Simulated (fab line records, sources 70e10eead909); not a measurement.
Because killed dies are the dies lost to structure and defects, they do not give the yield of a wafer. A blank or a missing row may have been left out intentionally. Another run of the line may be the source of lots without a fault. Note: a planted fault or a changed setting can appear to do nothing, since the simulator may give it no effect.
Which tool was responsible? :: flow nand-harc :: 13 lots, 37 wafers sampled, at 5 steps of a route of 1159

== WHAT THE GAUGES READ, wafer by wafer ==
NHARC_END_SORT_01.
lot: L677
measured: day 19 16:41
on: prober-01
killed-at-array: 21 16 7
killed-at-other: 0 0 3
killed-at-periphery: 1 2 4
killed-dies: 22 18 14
killed-open: 0 2 1
killed-short: 3 2 2

lot: L676
measured: day 19 16:32
on: prober-02
killed-at-array: 24 21 21
killed-at-other: 0 0 1
killed-at-periphery: 1 1 1
killed-dies: 25 22 23
killed-open: 4 3 1
killed-short: 0 0 1

lot: L678
measured: day 20 01:54
on: prober-02
killed-at-array: 8 12 13
killed-at-other: 1 2 0
killed-at-periphery: 10 2 3
killed-dies: 19 16 16
killed-open: 3 2 4
killed-short: 0 2 1

lot: L679
measured: day 20 02:50
on: prober-01
killed-at-array: 27 19 23
killed-at-other: 0 1 0
killed-at-periphery: 10 9 12
killed-dies: 37 29 35
killed-open: 1 3 1
killed-short: 2 0 3

lot: L680
measured: day 20 12:46
on: prober-01
killed-at-array: 34 21 19
killed-at-other: 0 0 0
killed-at-periphery: 1 3 3
killed-dies: 35 24 22
killed-open: 3 2 4
killed-short: 3 2 1

lot: L681
measured: day 20 12:49
on: prober-02
killed-at-array: 18 21 17
killed-at-other: 2 0 0
killed-at-periphery: 2 5 2
killed-dies: 22 26 19
killed-open: 2 0 1
killed-short: 2 1 0

lot: L682
measured: day 20 21:01
on: prober-02
killed-at-array: 38 47 35
killed-at-other: 0 0 0
killed-at-periphery: 1 0 2
killed-dies: 39 47 37
killed-open: 2 4 0
killed-short: 3 2 6

lot: L683
measured: day 20 20:59
on: prober-01
killed-at-array: 12 6 12
killed-at-other: 0 1 2
killed-at-periphery: 3 3 0
killed-dies: 15 10 14
killed-open: 3 4 2
killed-short: 2 1 1

lot: L688
measured: day 22 11:28
on: prober-02
killed-at-array: 483 24
killed-at-other: 3 0
killed-at-periphery: 7 5
killed-dies: 493 29
killed-open: 6 3
killed-short: 2 1

lot: L690
measured: day 22 02:00
on: prober-02
killed-at-array: 34 36 40
killed-at-other: 3 5 4
killed-at-periphery: 6 6 1
killed-dies: 43 47 45
killed-open: 1 2 0
killed-short: 3 0 3

lot: L694
measured: day 24 08:58
on: prober-02
killed-at-array: 40 39 41
killed-at-other: 1 1 0
killed-at-periphery: 1 0 0
killed-dies: 42 40 41
killed-open: 3 1 2
killed-short: 0 1 2

lot: L697
measured: day 25 02:11
on: prober-01
killed-at-array: 32 28 24
killed-at-other: 0 1 0
killed-at-periphery: 4 7 8
killed-dies: 36 36 32
killed-open: 1 3 1
killed-short: 2 3 4

== EACH LOT AND THE TOOL THAT RAN IT (in order: tool; ch and the chambers of the sampled wafers; start) ==
lot: L677
NHARC_A_CONTACT_ETCH_48: rie-diel-02 ch 0,2,3, day 16 10:53
NHARC_A_CONTACT_ETCH_111: har-cap-etch-02 ch 1, day 16 12:07
NHARC_A_CONTACT_ETCH_112: har-cap-etch-02 ch 1, day 16 12:22
NHARC_A_CONTACT_ETCH_114: har-cap-etch-02 ch 1, day 16 12:37

lot: L676
NHARC_A_CONTACT_ETCH_48: rie-diel-04 ch 0,1, day 16 11:11
NHARC_A_CONTACT_ETCH_111: har-cap-etch-03 ch 0,1, day 16 12:43
NHARC_A_CONTACT_ETCH_112: har-cap-etch-03 ch 0,1, day 16 12:55
NHARC_A_CONTACT_ETCH_114: har-cap-etch-03 ch 0,1, day 16 13:07

lot: L678
NHARC_A_CONTACT_ETCH_48: rie-diel-07 ch 0,1,3, day 16 22:31
NHARC_A_CONTACT_ETCH_111: har-cap-etch-02 ch 0,1, day 16 23:45
NHARC_A_CONTACT_ETCH_112: har-cap-etch-02 ch 0,1, day 16 23:55
NHARC_A_CONTACT_ETCH_114: har-cap-etch-02 ch 0,1, day 17 00:05

lot: L679
NHARC_A_CONTACT_ETCH_48: rie-diel-02 ch 0,1,2, day 16 23:49
NHARC_A_CONTACT_ETCH_111: har-cap-etch-03 ch 0,1, day 17 01:04
NHARC_A_CONTACT_ETCH_112: har-cap-etch-03 ch 0,1, day 17 01:13
NHARC_A_CONTACT_ETCH_114: har-cap-etch-03 ch 0,1, day 17 01:24

lot: L680
NHARC_A_CONTACT_ETCH_48: rie-diel-07 ch 0,1,3, day 17 07:51
NHARC_A_CONTACT_ETCH_111: har-cap-etch-02 ch 0,1, day 17 09:03
NHARC_A_CONTACT_ETCH_112: har-cap-etch-02 ch 0,1, day 17 09:14
NHARC_A_CONTACT_ETCH_114: har-cap-etch-02 ch 0,1, day 17 09:25

lot: L681
NHARC_A_CONTACT_ETCH_48: rie-diel-07 ch 0,2, day 17 12:10
NHARC_A_CONTACT_ETCH_111: har-cap-etch-03 ch 0,1, day 17 13:24
NHARC_A_CONTACT_ETCH_112: har-cap-etch-03 ch 0,1, day 17 13:35
NHARC_A_CONTACT_ETCH_114: har-cap-etch-03 ch 0,1, day 17 13:46

lot: L682
NHARC_A_CONTACT_ETCH_48: rie-diel-04 ch 1,2, day 18 01:14
NHARC_A_CONTACT_ETCH_111: har-cap-etch-03 ch 0,1, day 18 02:40
NHARC_A_CONTACT_ETCH_112: har-cap-etch-03 ch 0,1, day 18 02:51
NHARC_A_CONTACT_ETCH_114: har-cap-etch-03 ch 0,1, day 18 03:02

lot: L683
NHARC_A_CONTACT_ETCH_48: rie-diel-02 ch 2,3, day 18 05:08
NHARC_A_CONTACT_ETCH_111: har-cap-etch-02 ch 0,1, day 18 06:43
NHARC_A_CONTACT_ETCH_112: har-cap-etch-02 ch 0,1, day 18 06:55
NHARC_A_CONTACT_ETCH_114: har-cap-etch-02 ch 0,1, day 18 07:06

lot: L687
NHARC_A_CONTACT_ETCH_48: rie-diel-04 ch 2, day 18 20:01
NHARC_A_CONTACT_ETCH_111: har-cap-etch-01 ch 1, day 18 21:16
NHARC_A_CONTACT_ETCH_112: har-cap-etch-01 ch 1, day 18 21:26
NHARC_A_CONTACT_ETCH_114: har-cap-etch-01 ch 1, day 18 21:36

lot: L688
NHARC_A_CONTACT_ETCH_48: rie-diel-04 ch 1,3, day 19 05:01
NHARC_A_CONTACT_ETCH_111: har-cap-etch-02 ch 1, day 19 06:16
NHARC_A_CONTACT_ETCH_112: har-cap-etch-02 ch 1, day 19 06:25
NHARC_A_CONTACT_ETCH_114: har-cap-etch-02 ch 1, day 19 06:36

lot: L690
NHARC_A_CONTACT_ETCH_48: rie-diel-07 ch 1,3, day 19 07:20
NHARC_A_CONTACT_ETCH_111: har-cap-etch-03 ch 0,1, day 19 08:33
NHARC_A_CONTACT_ETCH_112: har-cap-etch-03 ch 0,1, day 19 08:44
NHARC_A_CONTACT_ETCH_114: har-cap-etch-03 ch 0,1, day 19 08:55

lot: L694
NHARC_A_CONTACT_ETCH_48: rie-diel-02 ch 0,1,2, day 20 20:22
NHARC_A_CONTACT_ETCH_111: har-cap-etch-03 ch 0,1, day 20 21:32
NHARC_A_CONTACT_ETCH_112: har-cap-etch-03 ch 0,1, day 20 21:44
NHARC_A_CONTACT_ETCH_114: har-cap-etch-03 ch 0,1, day 20 21:55

lot: L697
NHARC_A_CONTACT_ETCH_48: rie-diel-02 ch 0,1,3, day 21 22:10
NHARC_A_CONTACT_ETCH_111: har-cap-etch-02 ch 0,1, day 21 23:25
NHARC_A_CONTACT_ETCH_112: har-cap-etch-02 ch 0,1, day 21 23:34
NHARC_A_CONTACT_ETCH_114: har-cap-etch-02 ch 0,1, day 21 23:44
- NHARC_A_CONTACT_ETCH_48: etches the open film in CF4, target depth 39 nm, time 65 s.
- NHARC_A_CONTACT_ETCH_111: etches the open film in C4F8/O2/Ar, time 140 s, target depth 700 nm.
- NHARC_A_CONTACT_ETCH_112: etches the open film in C4F8/O2/Ar, time 94 s, target depth 922 nm.
- NHARC_A_CONTACT_ETCH_114: etches the open film in C4F8/O2/Ar, time 94 s, target depth 922 nm.

== WHAT THE TOOLS THEMSELVES READ (means of the sampled wafers that have a number; where no wafer has one, the mark that the record gives instead) ==
NHARC_A_CONTACT_ETCH_48.
lot: L677
tool: rie-diel-02
bias-w (W): 99.5
drypump-motor-current-A (A): 5.7
oes-product-au (a.u.): 0.995
rf-vpp-V (V): 151.5
showerhead-plenum-p-Torr (Torr): 1.74
throttle-valve-pct (%): 13.283

lot: L676
tool: rie-diel-04
bias-w (W): 100.0
drypump-motor-current-A (A): 5.4
oes-product-au (a.u.): 0.994
rf-vpp-V (V): 150.9
showerhead-plenum-p-Torr (Torr): 1.76
throttle-valve-pct (%): 13.284

lot: L678
tool: rie-diel-07
bias-w (W): 100.2
drypump-motor-current-A (A): 5.8
oes-product-au (a.u.): 1.004
rf-vpp-V (V): 151.6
showerhead-plenum-p-Torr (Torr): 1.82
throttle-valve-pct (%): 13.285

lot: L679
tool: rie-diel-02
bias-w (W): 100.1
drypump-motor-current-A (A): 6.0
oes-product-au (a.u.): 0.998
rf-vpp-V (V): 149.7
showerhead-plenum-p-Torr (Torr): 1.74
throttle-valve-pct (%): 13.278

lot: L680
tool: rie-diel-07
bias-w (W): 100.0
drypump-motor-current-A (A): 5.8
oes-product-au (a.u.): 1.007
rf-vpp-V (V): 151.9
showerhead-plenum-p-Torr (Torr): 1.82
throttle-valve-pct (%): 13.279

lot: L681
tool: rie-diel-07
bias-w (W): 100.1
drypump-motor-current-A (A): 5.8
oes-product-au (a.u.): 1.016
rf-vpp-V (V): 151.7
showerhead-plenum-p-Torr (Torr): 1.78
throttle-valve-pct (%): 13.288

lot: L682
tool: rie-diel-04
bias-w (W): 100.3
drypump-motor-current-A (A): 5.7
oes-product-au (a.u.): 0.988
rf-vpp-V (V): 151.2
showerhead-plenum-p-Torr (Torr): 1.78
throttle-valve-pct (%): 13.288

lot: L683
tool: rie-diel-02
bias-w (W): 100.5
drypump-motor-current-A (A): 5.6
oes-product-au (a.u.): 0.986
rf-vpp-V (V): 150.7
showerhead-plenum-p-Torr (Torr): 1.76
throttle-valve-pct (%): 13.275

lot: L687
tool: rie-diel-04
bias-w (W): 99.8
drypump-motor-current-A (A): 5.8
oes-product-au (a.u.): 0.911
rf-vpp-V (V): 151.4
showerhead-plenum-p-Torr (Torr): 1.71
throttle-valve-pct (%): 13.294

lot: L688
tool: rie-diel-04
bias-w (W): 100.0
drypump-motor-current-A (A): 6.1
oes-product-au (a.u.): 0.902
rf-vpp-V (V): 152.1
showerhead-plenum-p-Torr (Torr): 1.82
throttle-valve-pct (%): 13.278

lot: L690
tool: rie-diel-07
bias-w (W): 100.2
drypump-motor-current-A (A): 6.0
oes-product-au (a.u.): 0.988
rf-vpp-V (V): 151.9
showerhead-plenum-p-Torr (Torr): 1.82
throttle-valve-pct (%): 13.278

lot: L694
tool: rie-diel-02
bias-w (W): 99.8
drypump-motor-current-A (A): 6.0
oes-product-au (a.u.): 1.008
rf-vpp-V (V): 151.3
showerhead-plenum-p-Torr (Torr): 1.73
throttle-valve-pct (%): 13.285

lot: L697
tool: rie-diel-02
bias-w (W): 99.8
drypump-motor-current-A (A): 5.8
oes-product-au (a.u.): 1.005
rf-vpp-V (V): 150.6
showerhead-plenum-p-Torr (Torr): 1.71
throttle-valve-pct (%): 13.275

== THE ANSWER, worked out from the rows above alone ==
Rule: the usual values come from the lots themselves. The widest of any qualifying gaps counts: lots, ordered by their means at a reading, are off when they make up no more than a third of the lots, leave a main group of 4 or more, and stand apart from it by 3 or more times the standard deviation of that group's means. Not used: any main group whose means are identical at the precision the tables above print for the reading. A lot without any number at a reading at which 4 lots or more have one is off too. The other lots that the step has rows for count as sound. The gauges are gone through in route order, then the tools' own readings, and for those a lot's mean is taken as printed above. The first step at which some lot is off is used, and at that step the reading that is off furthest; a lot without a number counts as furthest.
Off: L688, at NHARC_END_SORT_01 (killed-dies). Main group: mean 29, sd 10. Neither off nor sound, because the step has no rows for them: L687.
A tool fits if, at a process step before that reading, it ran every lot that is off, and no sound lot after the first of them. Not tried: the gauges at NHARC_END_SORT_01; whatever is off there is also off at NHARC_A_CONTACT_ETCH_48, on other tools, and gauge error can't account for it. One candidate fits, namely rie-diel-04 at NHARC_A_CONTACT_ETCH_48. A fault onset in the window from L682 (day 18 01:14, its last sound lot) to L688 (day 19 05:01, its first lot off) fits.
On the lots that are off, the tool's own readings at NHARC_A_CONTACT_ETCH_48 differ by more than 5 times the standard deviation of the sound lots' means, which bears it out; oes-product-au reads 0.902 a.u. there versus 0.999 a.u. on the sound lots.

== WHAT THE SIMULATOR PUT IN ==
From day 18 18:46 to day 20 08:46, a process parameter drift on rie-diel-04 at NHARC_A_CONTACT_ETCH_48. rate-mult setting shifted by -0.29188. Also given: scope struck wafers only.
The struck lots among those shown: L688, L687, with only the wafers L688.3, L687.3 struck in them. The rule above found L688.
